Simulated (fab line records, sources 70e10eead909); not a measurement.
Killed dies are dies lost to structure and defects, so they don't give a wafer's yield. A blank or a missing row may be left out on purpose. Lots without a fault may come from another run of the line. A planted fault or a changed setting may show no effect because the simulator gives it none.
A struck lot beside a sound one | flow nand_harc | 38 steps out of a route of 1302
Sound: wafers L151.2, L151.3, L151.4. Struck: wafers L161.2, L161.3, L161.4. The cause comes at the end.
At each step with rows: each side's tool, then ch and its chambers, then its first start. Under that, the readings that differ: sound wafers | struck wafers | difference of the means | sigmas: that difference in standard deviations of wafers without a fault.
alike: readings whose means differ by less than 2 such deviations, and words and numbers that are the same on both sides. not compared: withheld readings, readings that some wafer has no value for, bounds like >300 that may hide the same value, and numbers for which the record gives no deviation and whose values overlap.
The two part at a step that has a row with sigmas, a row that says differs or no value, or rows on one side only. Numbers that don't overlap but have no deviation are shown without sigmas and don't part them. A reading that every wafer of one side lacks parts them only if that side has two wafers or more.

first, 5 steps without rows for these wafers: NHARC_A_STAIRCASE_EBR_306; NHARC_A_STAIRCASE_EXPOSE_307 (exposes mask CHOP 50); NHARC_A_STAIRCASE_PEB_308 (peb time 130 s); NHARC_A_STAIRCASE_DEVELOP_309 (time 140 s); NHARC_A_STAIRCASE_HARDBAKE_311 (time 140 s).
NHARC_A_STAIRCASE_DESCUM_312: chemistry O2, time 3 s.
  sound on rie_diel-01 ch 0,1,2, day 20 23:40; struck on rie_diel-01 ch 0,1,2, day 25 11:29
  reading                | sound             | struck            | difference | sigmas
  oes_product_au (a.u.)  | 1.018 0.998 1.016 | 1.002 0.989 0.995 | -0.015     | -2
  rf_hours_counter_h (h) | 28 30 33          | 7 7 6             | -24        |
  alike: drypump_motor_current_A, o2_flow_sccm, rf_vpp_V, showerhead_plenum_p_Torr, throttle_valve_pct
NHARC_A_STAIRCASE_ETCH_313: etches the open film in CF4/CHF3.
  sound on rie_diel-01 ch 1,2,3, day 20 23:45; struck on rie_diel-01 ch 0,2,3, day 25 11:35
  reading                | sound    | struck | difference | sigmas
  rf_hours_counter_h (h) | 30 33 31 | 6 7 6  | -25        |
  alike: drypump_motor_current_A, oes_product_au, rf_fwd_power_W, rf_vpp_V, showerhead_plenum_p_Torr, throttle_valve_pct
then, 4 steps without rows for these wafers: NHARC_A_STAIRCASE_HM_OPEN_463 (chemistry O2/COS); NHARC_A_STAIRCASE_STRIP_464 (strips in O2/COS); NHARC_A_STAIRCASE_ETCH_453 (etches the open film in CF4/O2, target depth 30 nm, overetch 3 nm, time 16.5 s); NHARC_A_STAIRCASE_ETCH_315 (etches the open film in C4F8/O2/Ar, target depth 2500 nm, time 607.1 s).
NHARC_A_STAIRCASE_STRIP_316: strips in O2.
  sound on rie_diel-01 ch 0,2,3, day 21 00:41; struck on rie_diel-01 ch 0,1,3, day 25 12:31
  reading                | sound    | struck | difference | sigmas
  rf_hours_counter_h (h) | 28 34 31 | 8 6 8  | -24        |
  alike: drypump_motor_current_A, o2_flow_sccm, oes_product_au, rf_vpp_V, showerhead_plenum_p_Torr, throttle_valve_pct
then, 3 steps without rows for these wafers: NHARC_A_STAIRCASE_STRIP_317 (strips in SPM, time 900 s); NHARC_A_STAIRCASE_PRECLEAN_318 (cleans in SC1); NHARC_A_STAIRCASE_SRD_329.
NHARC_A_STAIRCASE_ALD_415: deposits SiO2, target thk 30 nm, pulse time 6 s, ald cycles 300.
  sound on ald_hk-02 ch 1,2,3, day 21 01:32; struck on ald_hk-01 ch 0,1,3, day 25 13:21
  alike: heater_power_w, precursor_pulse_height_rel
then, 2 steps without rows for these wafers: NHARC_A_STAIRCASE_ETCHBACK_416 (etches the open film in C4F8/O2/Ar, target depth 36 nm, time 7.2 s); NHARC_A_STAIRCASE_STRIP_476 (strips in O2, time 20 s).
NHARC_A_STAIRCASE_DEP_417: deposits Si3N4, target thk 60 nm.
  sound on pecvd-04 ch 0,2, day 21 03:47; struck on pecvd-01 ch 0,1, day 25 15:41
  alike: heater_power_w, rf_fwd_power_W
then, 7 steps without rows for these wafers: NHARC_A_STAIRCASE_WET_418 (chemistry H3PO4, target depth 20 nm); NHARC_A_STAIRCASE_PRECLEAN_419 (cleans in SC1); NHARC_A_STAIRCASE_SRD_421; NHARC_A_STAIRCASE_ALD_420 (deposits SiO2, target thk 20 nm, pulse time 6 s, ald cycles 200); NHARC_A_STAIRCASE_CVD_552 (deposits SiNx, target thk 40 nm); NHARC_A_STAIRCASE_DEP_151 (deposits SiO2, target thk 7200 nm); NHARC_A_STAIRCASE_ANNEAL_320 (time 1800 s).
NHARC_A_STAIRCASE_DEP_322: deposits SiO2, target thk 7200 nm.
  sound on pecvd-04 ch 0,1,2, day 22 00:20; struck on pecvd-01 ch 0,1, day 26 09:25
  alike: heater_power_w, rf_fwd_power_W
then, 10 steps without rows for these wafers: NHARC_A_STAIRCASE_ANNEAL_323 (time 1800 s); NHARC_A_STAIRCASE_DEP_325 (deposits SiO2, target thk 7200 nm); NHARC_A_STAIRCASE_ANNEAL_326 (time 1800 s); NHARC_A_STAIRCASE_DEHYDRATE_433 (time 120 s); NHARC_A_STAIRCASE_HMDS_434 (time 30 s); NHARC_A_STAIRCASE_COAT_435; NHARC_A_STAIRCASE_SOFTBAKE_436 (time 170 s); NHARC_A_STAIRCASE_EBR_437; NHARC_A_STAIRCASE_EXPOSE_438 (exposes mask STAIR REV); NHARC_A_STAIRCASE_PEB_439 (peb time 130 s).
-- the record jumps here: 7 days lie between the struck wafers' starts before and after (it left off in module A_STAIRCASE and takes up again in module END, whose first step shown is number 1302 of the route) --
NHARC_END_SORT_01:
  the record has rows for the struck wafers here (prober-01 ch 0, day 33 02:34) and none for the sound ones

WHERE THEY PART
First at NHARC_A_STAIRCASE_DESCUM_312; last, within this record, at NHARC_END_SORT_01.

WHY: what the simulator had put in
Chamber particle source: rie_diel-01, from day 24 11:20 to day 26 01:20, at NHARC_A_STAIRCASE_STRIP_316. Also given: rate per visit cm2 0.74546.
